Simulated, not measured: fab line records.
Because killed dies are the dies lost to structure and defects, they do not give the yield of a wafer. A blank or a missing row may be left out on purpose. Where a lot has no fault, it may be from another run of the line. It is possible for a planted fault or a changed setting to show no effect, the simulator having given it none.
Matching of chambers | flow n5 finfet | N5_ILD0_CMP_12 on cmp-03 has 4 sister chambers
The step polishes SiNx, stops on poly-Si, t overpolish 6 s, target thk 17.67 nm. 16 wafers are shown with their chamber, then 8 later ones without.

## WAFERS PAIRED WITH THEIR CHAMBERS
wafer  | chamber | motor current A (A) | overpolish run s (s) | time to endpoint s (s)
L074.3 | 2       | 9.0                 | 5.990                | 33.4
L074.4 | 3       | 7.8                 | 6.002                | 33.7
L074.5 | 3       | 8.1                 | 5.992                | 31.9
L078.1 | 1       | 10.3                | 6.003                | 30.4
L078.4 | 3       | 8.4                 | 6.011                | 28.2
L078.5 | 0       | 10.7                | 6.008                | 29.3
L079.1 | 2       | 9.8                 | 5.997                | 31.8
L079.3 | 0       | 10.8                | 5.996                | 31.0
L079.5 | 1       | 10.2                | 5.993                | 30.7
L080.1 | 2       | 9.9                 | 5.997                | 29.4
L080.4 | 1       | 10.2                | 6.018                | 32.2
L080.5 | 2       | 9.4                 | 5.998                | 30.9
L081.1 | 0       | 11.3                | 6.010                | 28.6
L081.3 | 2       | 9.2                 | 6.024                | 30.0
L081.6 | 0       | 10.8                | 5.996                | 31.6
L085.2 | 0       | 10.5                | 6.009                | 35.3

SIGNATURES (averages over the wafers above)
reading            | chamber 0 | chamber 1 | chamber 2 | chamber 3 | scatter within a chamber
motor current A    | 10.820    | 10.233    | 9.460     | 8.100     | 0.306
overpolish run s   | 6.00380   | 6.00467   | 6.00120   | 6.00167   | 0.0108
time to endpoint s | 31.160    | 31.100    | 31.100    | 31.267    | 2.14
Rule: a wafer lies at a distance from a chamber equal to the root of the sum of squares, over the readings, of (its reading less the chamber's mean, divided by the reading's scatter). If the next closest chamber is less than 2 further off than the closest, the wafer can't be placed; otherwise it belongs to the closest. The scatter: take each reading less its chamber's mean, square it, sum over the shown wafers, divide by the number of wafers less the number of chambers, and take the root.

## WAFERS WITH NO CHAMBER GIVEN
wafer  | motor current A (A) | overpolish run s (s) | time to endpoint s (s)
L085.3 | 8.0                 | 5.995                | 31.7
L085.5 | 9.1                 | 5.989                | 33.7
L093.2 | 10.7                | 6.013                | 30.5
L093.3 | 8.1                 | 5.991                | 29.9
L093.6 | 9.2                 | 5.987                | 28.7
L097.2 | 10.2                | 6.017                | 29.3
L097.3 | 9.1                 | 6.002                | 30.4
L097.6 | 7.8                 | 5.995                | 29.0

## WHICH CHAMBER EACH WENT THROUGH
wafer  | from the rows above          | in truth
L085.3 | 3                            | 3
L085.5 | can't be placed: 2 or 3      | 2
L093.2 | can't be placed: 0 or 1      | 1
L093.3 | 3                            | 3
L093.6 | can't be placed: 2 or 1      | 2
L097.2 | can't be placed: 1 or 0 or 2 | 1
L097.3 | 2                            | 2
L097.6 | 3                            | 3
Correctly placed: 4 of 8. These rows do not allow placing 4 (true chamber among the candidates in 4). 0 placed wrongly.
